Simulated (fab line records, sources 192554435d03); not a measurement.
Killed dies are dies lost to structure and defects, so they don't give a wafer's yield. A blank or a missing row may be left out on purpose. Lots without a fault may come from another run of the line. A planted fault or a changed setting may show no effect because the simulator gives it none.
Problem report in the 8D (eight disciplines) form, filled by code | flow n5_finfet | the parts of the form that need people (team, actions taken, sign-off) are left out

1. THE PROBLEM
rf_fwd_power_W at N5_DUMMY_GATE_ETCH_37 reads a mean of 629 W on 6 wafers of 2 lots; wafers without a fault read 831 W with a standard deviation of 4.2. That is -48 standard deviations from the usual mean.
The step: etches SOC in N2/H2, target depth 60 nm, overetch 30 nm.
First seen on wafer L376.1, day 7 10:19, on rie_diel-01. The record holds 27 wafers of 9 lots with a number at this step. Rule for "out", or "out of limits": more than 4 standard deviations from the usual mean. The other wafers with a number count as sound.

2. WHAT IT IS AND WHAT IT IS NOT
question                    | is                       | is not
which readings at this step | rf_fwd_power_W, rf_vpp_V | drypump_motor_current_A, oes_product_au, showerhead_plenum_p_Torr, throttle_valve_pct
which lots                  | L376, L378               | L359, L361, L362, L365, L366, L379, L380
which wafers of those lots  | all that have a number   | -
read on which tools         | rie_diel-01              | rie_diel-03, rie_diel-06
when                        | from day 7 10:19         | up to then (15 sound wafers); but 6 sound wafers of L379, L380 came after

3. SUSPECTS, AND WHAT RULES EACH OUT
Counting: a tool at a process step up to the reading stays a suspect if it ran every lot that is out and no sound lot after the first of them.
- rie_diel-01 at N5_DUMMY_GATE_ETCH_37 (etches SOC in N2/H2, target depth 60 nm, overetch 30 nm): kept. It ran every lot that is out, first L376 (day 7 10:19), and no sound lot after that; its last sound lot up to then is L366 (day 4 23:44). Its own readings are out on those wafers: rf_fwd_power_W, rf_vpp_V.
Left after counting: rie_diel-01 at N5_DUMMY_GATE_ETCH_37.

4. THE CAUSE (what the simulator had put in)
Process parameter drift: rie_diel-01, from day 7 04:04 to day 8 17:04, at N5_DUMMY_GATE_ETCH_37. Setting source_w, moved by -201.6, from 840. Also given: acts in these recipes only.
Counting left only this tool.

5. THE CHAIN OF EFFECTS, in route order
Each row: a reading whose mean over the struck wafers that have a number lies more than 3 standard deviations from the usual. Only readings for which the record gives a usual standard deviation are gone through. hours: the time from each lot's start at the first step in this table that gives one to its start at this step, as a median over the lots. sigmas: the change in usual standard deviations.
hours | step                  | reading        | usual   | on struck wafers | change | sigmas
0     | N5_DUMMY_GATE_ETCH_37 | rf_fwd_power_W | 831 W   | 629              | -202   | -48
0     | N5_DUMMY_GATE_ETCH_37 | rf_vpp_V       | 524.0 V | 573.8            | +49.8  | +21
The process steps in it:
- N5_DUMMY_GATE_ETCH_37: etches SOC in N2/H2, target depth 60 nm, overetch 30 nm.
Later measuring or inspecting steps at which every struck wafer that the step has a row for has a number for every such reading, and none has moved that far: N5_BEOL_M4_RC_MEAS_101.

6. WHAT WOULD HAVE CAUGHT IT SOONER
In this record the first reading out of limits was taken at day 7 10:19, 6 hours after the fault began at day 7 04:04.
